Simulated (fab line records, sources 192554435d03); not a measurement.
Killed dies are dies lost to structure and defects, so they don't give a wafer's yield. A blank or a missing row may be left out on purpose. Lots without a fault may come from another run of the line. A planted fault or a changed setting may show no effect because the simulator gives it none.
fab line records | flow n5_finfet
record lots=24 wafers=72 last_day=19
route steps=1938 shown MOL_CONTACT_COAG@562
lots that met no fault: from a run of the same line without faults
start_h: hours from the record's first day to the start of the lot's first wafer shown | wait_h: hours since the lot's step before | " the same as in the row above | L1.1+2: a row that stands for several wafers | - no value, or no start given | * or withheld: withheld | < > ~ a bound
route shown NAME@n: a module of which the file shows steps, and the number in the route of the first | usual: mean/standard deviation of fault-free wafers | same: alike in all rows | chamber/n: place in a boat | sites: the reading at each site | _std_site: their standard deviation | _edge_site: outer sites' mean less inner sites' | radius_mm: how far each site lies from the wafer's centre | mask NAME#n: copy n | behind: the tool/chamber that last shaped the wafer | hold: why the lot was held/for how many hours/how that ended | device: the transistor (n, p or np) that didn't switch | end of line: the same wafers' tests at the end of the route | a step without rows: its recipe alone | killed: dies lost to structure and defects at the first sort, not the wafer's yield | map: a wafer's dies, x killed, . not, _ none there
set.NAME: the setting as run; set.NAME@STEP: as run at that earlier step | model.NAME: the simulator's own value behind a step, which no gauge read
steps of the route over a sample of lots; a table a step, a row a wafer
services: from which hour (start_h, from the record's first day; less than 0 if before it) a tool's chamber was out of use, for how many hours, and why
## steps
# step N5_MOL_CONTACT_COAG_ALD_123
# recipe material=SiNx target_thk_a=50 temp_c=400 ald_precursor_family=SiH2I2 ald_co_reactant=N2/H2-plasma pulse_time_s=1 purge_time_s=2 co_reactant_purge_time_s=2 ald_cycles=100 pressure_torr=2
# usual heater_power_w=854/92 precursor_pulse_height_rel=0.998/0.02
# same co_reactant_purge_time_s=2
# columns lot.wafer tool chamber start_h wait_h heater_power_w precursor_pulse_height_rel
L074.1 ald_sin-01 3 99.49 1.3 705 0.957
L074.3 " 1 " " 999 1.016
L074.5 " 1 " " 972 0.984
L075.2 ald_sin-02 0 104.27 0.4 786 1.008
L075.4 " 3 " " 806 1.011
L075.6 " 0 " " 811 1.027
L076.1 ald_sin-03 3 112.00 0.6 732 1.021
L076.4 " 1 " " 807 0.991
L076.6 " 1 " " 805 1.011
L077.1 ald_sin-01 1 114.30 0.0 1012 1.040
L077.4 " 2 " " 953 0.991
L077.6 " 0 " " 872 0.943
L078.2 ald_sin-02 3 127.48 0.0 804 0.996
L078.4 " 0 " " 796 1.003
L078.6 " 1 " " 734 0.980
L079.2 ald_sin-03 2 132.94 0.0 898 1.000
L079.3 " 1 " " 808 0.991
L079.5 " 2 " " 893 1.002
L080.1 ald_sin-01 2 134.96 0.0 945 1.005
L080.3 " 1 " " 991 1.009
L080.5 " 1 " " 1005 1.005
L081.1 ald_sin-02 0 139.04 0.0 787 1.026
L081.2 " 1 " " 749 0.948
L081.6 " 2 " " 860 1.003
L082.1 ald_sin-01 1 142.62 0.0 1006 1.048
L082.4 " 0 " " 896 1.012
L082.5 " 2 " " 965 1.011
L083.2 ald_sin-03 1 150.64 0.0 814 0.978
L083.4 " 2 " " 928 1.030
L083.6 " 1 " " 801 1.023
L084.2 ald_sin-01 3 163.02 1.1 702 1.007
L084.5 " 1 " " 987 0.989
L084.6 " 0 " " 893 0.992
L085.2 ald_sin-03 0 165.93 0.0 926 0.989
L085.5 " 2 " " 886 1.006
L085.6 " 3 " " 723 1.037
L086.1 ald_sin-03 2 176.33 0.5 910 1.012
L086.3 " 1 " " 809 1.031
L086.5 " 1 " " 794 1.000
L087.2 ald_sin-01 2 176.95 0.1 948 0.977
L087.3 " 0 " " 922 0.975
L087.6 " 1 " " 992 1.007
L088.2 ald_sin-01 2 183.41 0.0 953 0.983
L088.3 " 0 " " 895 0.994
L088.4 " 1 " " 997 0.998
L089.1 ald_sin-01 2 192.71 0.0 974 0.988
L089.4 " 0 " " 890 1.008
L089.6 " 1 " " 993 0.996
L090.3 ald_sin-01 1 193.19 0.3 985 0.984
L090.4 " 2 " " 961 1.007
L090.6 " 0 " " 897 1.007
L091.2 ald_sin-03 2 202.47 0.0 874 1.003
L091.5 " 1 " " 805 1.016
L091.6 " 0 " " 842 1.011
L092.3 ald_sin-02 1 204.17 0.0 742 1.035
L092.5 " 3 " " 821 1.015
L092.6 " 0 " " 811 0.998
L093.2 ald_sin-01 0 213.61 0.1 911 0.954
L093.3 " 2 " " 967 1.007
L093.4 " 3 " " 713 0.992
L094.3 ald_sin-02 3 215.57 0.0 800 1.032
L094.5 " 2 " " 869 1.025
L094.6 " 1 " " 738 0.990
L095.2 ald_sin-02 3 222.82 0.0 812 0.981
L095.5 " 1 " " 750 0.994
L095.6 " 0 " " 800 0.966
L096.1 ald_sin-03 1 229.60 0.2 807 1.021
L096.2 " 0 " " 856 0.977
L096.5 " 3 " " 740 0.973
L097.3 ald_sin-03 1 241.33 0.0 822 1.029
L097.4 " 2 " " 936 1.007
L097.5 " 1 " " 812 1.003
# step N5_MOL_CONTACT_COAG_OVL_MEAS_85
# recipe points_per_wafer=522
# usual VG_OVL=-0.2/0.84
# columns lot.wafer tool chamber start_h wait_h VG_OVL[nm]
L074.1 overlay-02 0 100.49 0.0 -0.7
L074.3 " 0 " " 0.5
L074.5 " 0 " " -0.6
L075.2 overlay-01 0 105.14 0.0 -0.5
L075.4 " 0 " " 0.2
L075.6 " 0 " " 0.1
L076.1 overlay-02 0 113.00 0.0 0.1
L076.4 " 0 " " -0.5
L076.6 " 0 " " -0.6
L077.1 overlay-02 0 115.30 0.0 -1.0
L077.4 " 0 " " 0.2
L077.6 " 0 " " 0.5
L078.2 overlay-01 0 128.36 0.0 -0.1
L078.4 " 0 " " 0.4
L078.6 " 0 " " 0.9
L079.2 overlay-01 0 133.81 0.0 0.3
L079.3 " 0 " " 1.3
L079.5 " 0 " " -0.9
L080.1 overlay-02 0 135.83 0.0 0.8
L080.3 " 0 " " 0.9
L080.5 " 0 " " 1.2
L081.1 overlay-02 0 140.04 0.0 -0.8
L081.2 " 0 " " 0.2
L081.6 " 0 " " -0.2
L082.1 overlay-02 0 143.62 0.0 -0.7
L082.4 " 0 " " -0.5
L082.5 " 0 " " -1.1
L083.2 overlay-01 0 151.64 0.0 0.3
L083.4 " 0 " " -0.6
L083.6 " 0 " " 0.3
L084.2 overlay-02 0 163.90 0.0 -1.0
L084.5 " 0 " " 0.5
L084.6 " 0 " " -0.1
L085.2 overlay-02 0 166.93 0.0 -0.7
L085.5 " 0 " " -0.3
L085.6 " 0 " " -0.3
L086.1 overlay-01 0 177.32 0.0 -1.7
L086.3 " 0 " " -2.1
L086.5 " 0 " " -1.0
L087.2 overlay-01 0 177.95 0.0 0.2
L087.3 " 0 " " -1.7
L087.6 " 0 " " -1.4
L088.2 overlay-01 0 184.29 0.0 0.6
L088.3 " 0 " " 1.9
L088.4 " 0 " " 0.6
L089.1 overlay-02 0 193.58 0.0 0.4
L089.4 " 0 " " -0.1
L089.6 " 0 " " 0.4
L090.3 overlay-02 0 194.20 0.0 -1.1
L090.4 " 0 " " -1.7
L090.6 " 0 " " -2.2
L091.2 overlay-02 0 203.34 0.0 0.1
L091.5 " 0 " " 0.0
L091.6 " 0 " " -1.5
L092.3 overlay-02 0 205.06 0.0 -0.2
L092.5 " 0 " " -0.6
L092.6 " 0 " " -1.0
L093.2 overlay-02 0 214.61 0.0 1.2
L093.3 " 0 " " 0.3
L093.4 " 0 " " -0.1
L094.3 overlay-01 0 216.45 0.0 -0.8
L094.5 " 0 " " 0.2
L094.6 " 0 " " 0.1
L095.2 overlay-02 0 223.83 0.0 0.0
L095.5 " 0 " " -1.1
L095.6 " 0 " " -0.6
L096.1 overlay-02 0 230.47 0.0 -0.7
L096.2 " 0 " " -1.0
L096.5 " 0 " " 0.1
L097.3 overlay-02 0 242.33 0.0 0.1
L097.4 " 0 " " 0.6
L097.5 " 0 " " 0.4
# step N5_MOL_CONTACT_COAG_OVL_MEAS_41
# recipe points_per_wafer=522
# usual VD_OVL=0.3/0.67
# columns lot.wafer tool chamber start_h wait_h VD_OVL[nm]
L074.1 overlay-01 0 101.83 0.0 0.4
L074.3 " 0 " " 0.9
L074.5 " 0 " " 0.7
L075.2 overlay-02 0 106.77 0.0 1.1
L075.4 " 0 " " 0.6
L075.6 " 0 " " 0.5
L076.1 overlay-01 0 114.38 0.0 -1.2
L076.4 " 0 " " -0.8
L076.6 " 0 " " -0.4
L077.1 overlay-01 0 117.17 0.0 0.2
L077.4 " 0 " " 0.4
L077.6 " 0 " " 0.3
L078.2 overlay-01 0 129.78 0.0 -0.1
L078.4 " 0 " " 0.1
L078.6 " 0 " " 1.6
L079.2 overlay-02 0 135.06 0.0 -0.3
L079.3 " 0 " " 0.8
L079.5 " 0 " " -0.1
L080.1 overlay-02 0 137.14 0.0 1.4
L080.3 " 0 " " 0.9
L080.5 " 0 " " 0.0
L081.1 overlay-01 0 141.29 0.0 1.5
L081.2 " 0 " " 0.0
L081.6 " 0 " " 1.7
L082.1 overlay-02 0 145.68 0.0 -0.2
L082.4 " 0 " " 0.4
L082.5 " 0 " " 0.6
L083.2 overlay-02 0 152.96 0.0 0.7
L083.4 " 0 " " 1.0
L083.6 " 0 " " -0.5
L084.2 overlay-01 0 165.35 0.0 1.5
L084.5 " 0 " " -0.3
L084.6 " 0 " " 1.4
L085.2 overlay-01 0 169.74 0.0 0.5
L085.5 " 0 " " 1.1
L085.6 " 0 " " 0.8
L086.1 overlay-02 0 179.09 0.0 1.2
L086.3 " 0 " " 0.5
L086.5 " 0 " " -0.4
L087.2 overlay-02 0 179.44 0.0 0.1
L087.3 " 0 " " 0.5
L087.6 " 0 " " -0.4
L088.2 overlay-01 0 185.54 0.0 -0.9
L088.3 " 0 " " -0.2
L088.4 " 0 " " -0.9
L089.1 overlay-01 0 195.47 0.0 0.5
L089.4 " 0 " " 0.9
L089.6 " 0 " " -0.3
L090.3 overlay-01 0 196.01 0.0 1.0
L090.4 " 0 " " 1.2
L090.6 " 0 " " 1.1
L091.2 overlay-02 0 204.72 0.0 0.3
L091.5 " 0 " " 0.1
L091.6 " 0 " " 0.5
L092.3 overlay-02 0 206.89 0.0 0.1
L092.5 " 0 " " -0.1
L092.6 " 0 " " 1.3
L093.2 overlay-02 0 215.90 0.0 0.0
L093.3 " 0 " " -0.7
L093.4 " 0 " " -0.5
L094.3 overlay-01 0 217.72 0.0 0.4
L094.5 " 0 " " 1.0
L094.6 " 0 " " 0.9
L095.2 overlay-02 0 226.65 0.0 -0.6
L095.5 " 0 " " 0.8
L095.6 " 0 " " -0.3
L096.1 overlay-01 0 231.72 0.0 -0.7
L096.2 " 0 " " -0.8
L096.5 " 0 " " -1.3
L097.3 overlay-01 0 244.07 0.0 1.2
L097.4 " 0 " " 0.2
L097.5 " 0 " " 1.1
# step N5_MOL_CONTACT_COAG_ETCH_65
# recipe chemistry=N2/H2 target=underlayer target_depth_a=130 mask_material=CAR-EUV time_s=10.4 ion_energy_ev=200 pressure_mtorr=30 source_w=840 bias_w=150 n2_flow_sccm=200 h2_flow_sccm=200 ends=cleared
# usual drypump_motor_current_A=5.5/0.33 etch_rf_on_time_s=10.38/0.22 oes_product_au=0.66/0.056 rf_vpp_V=524.1/2.2 showerhead_plenum_p_Torr=2.54/0.075 throttle_valve_pct=17.99/0.23
# columns lot.wafer tool chamber start_h wait_h drypump_motor_current_A etch_rf_on_time_s oes_product_au rf_hours_counter_h rf_vpp_V showerhead_plenum_p_Torr throttle_valve_pct
L074.1 rie_diel-06 2 102.24 0.0 5.2 10.50 0.61 172 526.8 2.64 17.87
L074.3 " 1 " " 5.2 10.21 0.60 235 525.2 2.50 17.97
L074.5 " 1 " " 5.2 10.22 0.60 - 522.6 2.50 17.96
L075.2 rie_diel-06 1 106.89 0.0 5.2 10.18 0.60 236 522.5 2.50 17.97
L075.4 " 2 " " 5.1 10.35 0.62 173 528.2 2.64 17.88
L075.6 " 1 " " 5.2 10.30 0.60 - 521.6 2.50 17.98
L076.1 rie_diel-02 1 114.50 0.0 5.2 10.55 0.65 123 523.6 2.56 17.82
L076.4 " 2 " " 5.3 10.34 0.62 183 520.4 2.41 18.26
L076.6 " 2 " " 5.3 10.27 0.62 - 521.1 2.41 18.26
L077.1 rie_diel-01 1 117.30 0.0 5.7 10.05 0.83 6 525.0 2.59 17.54
L077.4 " 0 " " 5.7 10.43 0.72 51 525.1 2.59 17.88
L077.6 " 2 " " 5.7 10.21 0.70 - 525.5 2.57 18.02
L078.2 rie_diel-02 1 129.99 0.0 5.2 10.56 0.66 128 523.7 2.56 17.85
L078.4 " 3 " " 5.1 10.42 0.64 164 528.7 2.66 18.41
L078.6 " 3 " " 5.1 10.46 0.64 - 527.2 2.66 18.40
L079.2 rie_diel-01 2 135.18 0.0 5.6 10.25 0.70 83 525.8 2.57 18.04
L079.3 " 0 " " 5.7 10.42 0.72 57 523.9 2.58 17.88
L079.5 " 3 " " 5.7 9.90 0.66 - 524.3 2.53 18.00
L080.1 rie_diel-01 1 137.27 0.0 5.8 10.13 0.81 13 526.0 2.58 17.56
L080.3 " 0 " " 5.7 10.51 0.71 58 524.3 2.58 17.91
L080.5 " 3 " " 5.7 9.85 0.65 - 525.4 2.53 18.01
L081.1 rie_diel-02 2 141.42 0.0 5.3 10.27 0.61 190 521.2 2.41 18.29
L081.2 " 1 " " 5.3 10.53 0.65 132 524.4 2.56 17.85
L081.6 " 2 " " 5.3 10.18 0.63 - 520.9 2.41 18.28
L082.1 rie_diel-06 0 145.80 0.0 5.2 10.75 0.60 189 526.0 2.62 18.07
L082.4 " 3 " " 5.9 10.51 0.65 - 522.1 2.45 18.08
L082.5 " 2 " " 5.1 10.61 0.59 - 527.0 2.63 17.89
L083.2 rie_diel-02 0 153.08 0.0 6.2 10.45 0.66 144 522.1 2.44 17.76
L083.4 " 1 " " 5.2 10.54 0.65 136 524.2 2.56 17.85
L083.6 " 3 " " 5.1 10.48 0.63 - 527.4 2.66 18.42
L084.2 rie_diel-01 1 165.47 0.0 5.7 10.33 0.79 24 525.2 2.58 17.59
L084.5 " 2 " " 5.7 10.33 0.69 - 523.6 2.57 18.06
L084.6 " 1 " " 5.7 10.36 0.78 - 526.7 2.58 17.59
L085.2 rie_diel-01 2 169.87 0.0 5.7 10.30 0.69 96 524.9 2.57 18.07
L085.5 " 0 " " 5.7 10.45 0.71 - 524.9 2.58 17.93
L085.6 " 1 " " 5.7 10.20 0.78 - 526.0 2.58 17.58
L086.1 rie_diel-01 3 179.22 0.0 5.7 9.91 0.64 188 524.3 2.52 18.04
L086.3 " 0 " " 5.7 10.57 0.70 73 523.9 2.58 17.91
L086.5 " 3 " " 5.7 9.89 0.64 - 522.6 2.52 18.03
L087.2 rie_diel-06 3 179.56 0.0 5.9 10.38 0.64 167 521.1 2.45 18.10
L087.3 " 0 " " 5.2 10.72 0.60 203 527.0 2.62 18.10
L087.6 " 0 " " 5.2 10.65 0.61 - 526.0 2.62 18.08
L088.2 rie_diel-02 0 185.66 0.0 6.1 10.63 0.64 158 520.2 2.43 17.80
L088.3 " 2 " " 5.3 10.26 0.61 205 519.0 2.40 18.29
L088.4 " 3 " " 5.1 10.59 0.62 184 527.1 2.65 18.46
L089.1 rie_diel-02 1 195.60 0.0 5.2 10.44 0.64 150 523.3 2.55 17.87
L089.4 " 0 " " 6.2 10.27 0.66 - 519.9 2.43 17.79
L089.6 " 1 " " 5.2 10.50 0.65 - 523.8 2.55 17.87
L090.3 rie_diel-01 3 196.12 0.0 5.7 9.81 0.65 193 522.6 2.52 18.04
L090.4 " 2 " " 5.7 10.24 0.68 105 523.6 2.56 18.08
L090.6 " 0 " " 5.7 10.52 0.69 - 523.6 2.57 17.94
L091.2 rie_diel-06 2 204.84 0.0 5.1 10.43 0.59 212 525.9 2.62 17.95
L091.5 " 3 " " 5.9 10.51 0.63 - 522.1 2.44 18.11
L091.6 " 0 " " 5.2 10.67 0.60 - 527.1 2.61 18.11
L092.3 rie_diel-01 3 207.00 0.0 5.7 9.83 0.63 195 523.5 2.52 18.05
L092.5 " 1 " " 5.8 10.43 0.76 - 524.5 2.57 17.60
L092.6 " 0 " " 5.8 10.48 0.69 - 524.3 2.57 17.94
L093.2 rie_diel-02 2 216.22 0.0 5.3 10.55 0.60 211 521.3 2.40 18.31
L093.3 " 0 " " 6.2 10.71 0.64 168 520.7 2.43 17.80
L093.4 " 1 " " 5.2 10.59 0.64 156 523.7 2.55 17.87
L094.3 rie_diel-06 3 218.00 0.0 5.9 10.44 0.62 184 520.7 2.44 18.14
L094.5 " 1 " " 5.2 10.09 0.83 - 522.7 2.49 17.65
L094.6 " 0 " " 5.2 10.74 0.59 - 525.4 2.61 18.12
L095.2 rie_diel-01 2 226.77 0.0 5.6 10.56 0.66 115 524.7 2.56 18.10
L095.5 " 1 " " 5.8 10.36 0.75 - 526.2 2.57 17.63
L095.6 " 0 " " 5.7 10.56 0.69 - 524.0 2.57 17.96
L096.1 rie_diel-01 0 231.85 0.0 5.8 10.55 0.68 90 523.9 2.57 17.96
L096.2 " 1 " " 5.7 10.30 0.75 46 525.4 2.57 17.61
L096.5 " 1 " " 5.7 10.38 0.75 - 526.7 2.57 17.60
L097.3 rie_diel-02 2 244.28 0.0 5.3 10.30 0.60 222 520.3 2.39 18.32
L097.4 " 1 " " 5.2 10.50 0.63 167 521.2 2.54 17.87
L097.5 " 3 " " 5.1 10.31 0.62 - 524.8 2.64 18.46
# step N5_MOL_CONTACT_COAG_ALD_133
# recipe material=SiO2 target_thk_a=50 temp_c=100 ald_precursor_family=BDEAS ald_co_reactant=O2-plasma pulse_time_s=1 co_reactant_pulse_time_s=1 purge_time_s=2 co_reactant_purge_time_s=2 ald_cycles=35 pressure_torr=2
# usual heater_power_w=79/8.8 precursor_pulse_height_rel=1.003/0.02
# same co_reactant_purge_time_s=2
# columns lot.wafer tool chamber start_h wait_h heater_power_w precursor_pulse_height_rel
L074.1 ald_sin-03 2 102.34 0.1 81 0.998
L074.3 " 1 " " 73 0.971
L074.5 " 2 " " 85 1.023
L075.2 ald_sin-02 3 106.99 0.1 75 0.995
L075.4 " 0 " " 73 0.993
L075.6 " 0 " " 73 0.991
L076.1 ald_sin-02 2 114.60 0.1 81 1.011
L076.4 " 0 " " 75 1.003
L076.6 " 3 " " 74 1.001
L077.1 ald_sin-02 3 117.46 0.1 75 1.045
L077.4 " 1 " " 68 1.014
L077.6 " 1 " " 69 1.014
L078.2 ald_sin-02 1 130.23 0.2 70 0.992
L078.4 " 3 " " 74 1.015
L078.6 " 1 " " 69 0.973
L079.2 ald_sin-03 3 135.28 0.1 65 1.007
L079.3 " 1 " " 75 1.048
L079.5 " 0 " " 82 1.017
L080.1 ald_sin-03 3 137.67 0.3 67 0.999
L080.3 " 1 " " 74 1.010
L080.5 " 2 " " 84 0.978
L081.1 ald_sin-01 2 141.52 0.1 90 1.005
L081.2 " 1 " " 94 1.002
L081.6 " 1 " " 93 1.041
L082.1 ald_sin-03 1 145.90 0.1 74 1.007
L082.4 " 3 " " 66 0.990
L082.5 " 1 " " 74 1.022
L083.2 ald_sin-03 2 153.28 0.1 84 1.022
L083.4 " 0 " " 82 0.993
L083.6 " 0 " " 82 1.006
L084.2 ald_sin-03 0 165.70 0.2 80 0.974
L084.5 " 1 " " 74 1.007
L084.6 " 2 " " 83 1.011
L085.2 ald_sin-03 0 169.97 0.1 84 0.993
L085.5 " 0 " " 83 1.007
L085.6 " 1 " " 74 0.989
L086.1 ald_sin-01 0 179.80 0.5 81 1.024
L086.3 " 2 " " 88 0.983
L086.5 " 0 " " 82 0.990
L087.2 ald_sin-01 0 179.95 0.3 85 0.994
L087.3 " 2 " " 88 1.010
L087.6 " 2 " " 89 1.004
L088.2 ald_sin-02 0 185.76 0.1 75 1.015
L088.3 " 3 " " 74 0.977
L088.4 " 1 " " 69 1.009
L089.1 ald_sin-01 2 195.70 0.1 85 0.991
L089.4 " 1 " " 96 0.972
L089.6 " 3 " " 67 1.047
L090.3 ald_sin-01 1 196.22 0.1 93 1.033
L090.4 " 3 " " 64 1.006
L090.6 " 1 " " 92 1.015
L091.2 ald_sin-01 1 205.57 0.7 94 1.020
L091.5 " 3 " " 69 1.009
L091.6 " 0 " " 82 1.011
L092.3 ald_sin-01 2 207.10 0.1 88 0.959
L092.5 " 0 " " 86 1.016
L092.6 " 3 " " 67 1.002
L093.2 ald_sin-01 3 216.32 0.1 67 1.008
L093.3 " 2 " " 88 1.009
L093.4 " 1 " " 92 0.989
L094.3 ald_sin-01 2 218.10 0.1 88 1.016
L094.5 " 1 " " 94 0.964
L094.6 " 0 " " 83 1.010
L095.2 ald_sin-01 0 226.87 0.1 83 1.002
L095.5 " 3 " " 65 1.014
L095.6 " 0 " " 84 1.012
L096.1 ald_sin-01 3 231.95 0.1 67 0.988
L096.2 " 2 " " 90 0.972
L096.5 " 2 " " 90 0.999
L097.3 ald_sin-02 1 244.38 0.1 70 1.009
L097.4 " 3 " " 78 0.988
L097.5 " 2 " " 83 0.981
# step N5_MOL_CONTACT_COAG_INSPECT_97
# recipe inspect_instrument=darkfield mode=post_anneal
# usual raw_defect_count=43/18
# columns lot.wafer tool chamber start_h wait_h raw_defect_count
L074.1 defect_inspect-01 - 106.84 0.0 35
L074.3 " - " " 58
L074.5 " - " " 28
L075.2 defect_inspect-01 - 111.49 0.0 51
L075.4 " - " " 17
L075.6 " - " " 29
L076.1 defect_inspect-01 - 119.10 0.0 25
L076.4 " - " " 72
L076.6 " - " " 94
L077.1 defect_inspect-02 - 122.10 0.0 64
L077.4 " - " " 18
L077.6 " - " " 39
L078.2 defect_inspect-01 - 134.91 0.0 19
L078.4 " - " " 26
L078.6 " - " " 47
L079.2 defect_inspect-01 - 139.79 0.0 49
L079.3 " - " " 47
L079.5 " - " " 41
L080.1 defect_inspect-01 - 142.77 0.0 28
L080.3 " - " " 57
L080.5 " - " " 58
L081.1 defect_inspect-02 - 146.26 0.0 40
L081.2 " - " " 36
L081.6 " - " " 44
L082.1 defect_inspect-01 - 150.57 0.0 53
L082.4 " - " " 52
L082.5 " - " " 40
L083.2 defect_inspect-01 - 157.79 0.0 47
L083.4 " - " " 33
L083.6 " - " " 35
L084.2 defect_inspect-02 - 170.23 0.1 34
L084.5 " - " " 22
L084.6 " - " " 33
L085.2 defect_inspect-01 - 174.47 0.0 25
L085.5 " - " " 23
L085.6 " - " " 41
L086.1 defect_inspect-02 - 184.33 0.0 93
L086.3 " - " " 65
L086.5 " - " " 43
L087.2 defect_inspect-02 - 190.17 0.1 25
L087.3 " - " " 44
L087.6 " - " " 45
L088.2 defect_inspect-01 - 193.15 0.0 97
L088.3 " - " " 89
L088.4 " - " " 77
L089.1 defect_inspect-02 - 200.23 0.0 28
L089.4 " - " " 33
L089.6 " - " " 47
L090.3 defect_inspect-02 - 203.27 0.1 20
L090.4 " - " " 42
L090.6 " - " " 44
L091.2 defect_inspect-01 - 210.27 0.1 59
L091.5 " - " " 32
L091.6 " - " " 53
L092.3 defect_inspect-02 - 213.29 0.1 27
L092.5 " - " " 23
L092.6 " - " " 52
L093.2 defect_inspect-02 - 220.89 0.1 27
L093.3 " - " " 24
L093.4 " - " " 36
L094.3 defect_inspect-01 - 223.91 0.1 28
L094.5 " - " " 46
L094.6 " - " " 43
L095.2 defect_inspect-01 - 231.38 0.0 35
L095.5 " - " " 48
L095.6 " - " " 57
L096.1 defect_inspect-01 - 236.64 0.0 38
L096.2 " - " " 32
L096.5 " - " " 31
L097.3 defect_inspect-01 - 248.96 0.1 56
L097.4 " - " " 42
L097.5 " - " " 32
## services
# columns tool chamber start_h hours kind
rie_diel-01 2 84.59 4.7 repair
ald_sin-03 2 85.31 13.8 repair
ald_sin-02 - 85.84 14.0 pm
ald_sin-02 0 85.84 14.0 vent_cycle
ald_sin-02 1 85.84 14.0 vent_cycle
ald_sin-02 2 85.84 14.0 vent_cycle
rie_diel-02 0 92.12 4.1 repair
rie_diel-06 3 93.50 2.2 repair
ald_sin-02 - 150.28 6.0 pm
rie_diel-02 2 173.19 5.9 repair
rie_diel-06 1 176.21 35.1 repair
ald_sin-02 2 176.22 2.9 repair
ald_sin-03 - 176.81 14.0 pm
ald_sin-03 0 176.81 14.0 vent_cycle
ald_sin-03 1 176.81 14.0 vent_cycle
ald_sin-03 2 176.81 14.0 vent_cycle
ald_sin-03 3 176.81 14.0 vent_cycle
rie_diel-02 - 182.74 0.5 repair
ald_sin-03 0 190.81 - clean
ald_sin-03 1 190.81 - clean
ald_sin-03 2 190.81 - clean
ald_sin-03 3 190.81 - clean
rie_diel-02 2 192.53 6.0 repair
rie_diel-06 2 229.79 1.7 repair
## key
fault none
